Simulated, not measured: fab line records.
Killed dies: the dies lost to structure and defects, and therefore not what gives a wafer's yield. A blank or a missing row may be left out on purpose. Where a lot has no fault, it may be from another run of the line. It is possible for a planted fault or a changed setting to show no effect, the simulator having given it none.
Chamber matching ; flow n5Finfet ; pecvd-03 running N5_BEOL_M15_ILD_DEP_00: 3 sister chambers
The step deposits SiO2 from TEOS/O2, target thk 1629.3 nm, time 346.1 s. 6 wafers are shown with their chamber, then 7 later ones without.

== WAFERS, EACH WITH ITS CHAMBER ==
wafer;chamber;throttleValvePct (%);showerheadPlenumPTorr (Torr)
L081.3;0;18.3;8.40
L081.6;1;19.8;8.38
L085.4;2;18.8;8.28
L085.5;0;18.2;8.39
L087.4;1;19.9;8.36
L087.5;2;18.6;8.28

== WAFERS WITH NO CHAMBER GIVEN ==
wafer;throttleValvePct (%);showerheadPlenumPTorr (Torr)
L087.6;18.0;8.41
L089.2;18.0;8.38
L089.3;18.8;8.28
L089.6;20.0;8.39
L093.1;18.0;8.42
L093.3;18.8;8.28
L093.4;18.2;8.38

== THE CHAMBER EACH PASSED THROUGH ==
wafer;from the rows above;in truth
L087.6;0;0
L089.2;0;0
L089.3;2;2
L089.6;1;1
L093.1;0;0
L093.3;2;2
L093.4;0;0
7 of 7 placed correctly. From these rows, 0 cannot be placed. Wrongly placed: 0.
How it was worked out, from the rows above alone: a wafer's distance from a chamber is the root of the sum, over the readings, of the square of ((its reading less the chamber's mean) divided by the reading's scatter). If the next closest chamber is less than 2 further off than the closest, the wafer can't be placed; otherwise it belongs to the closest. Each chamber's mean is taken over the wafers shown for it. The scatter is the square root of a quotient: the sum, over the shown wafers, of each reading's squared deviation from its chamber's mean, divided by wafers minus chambers.
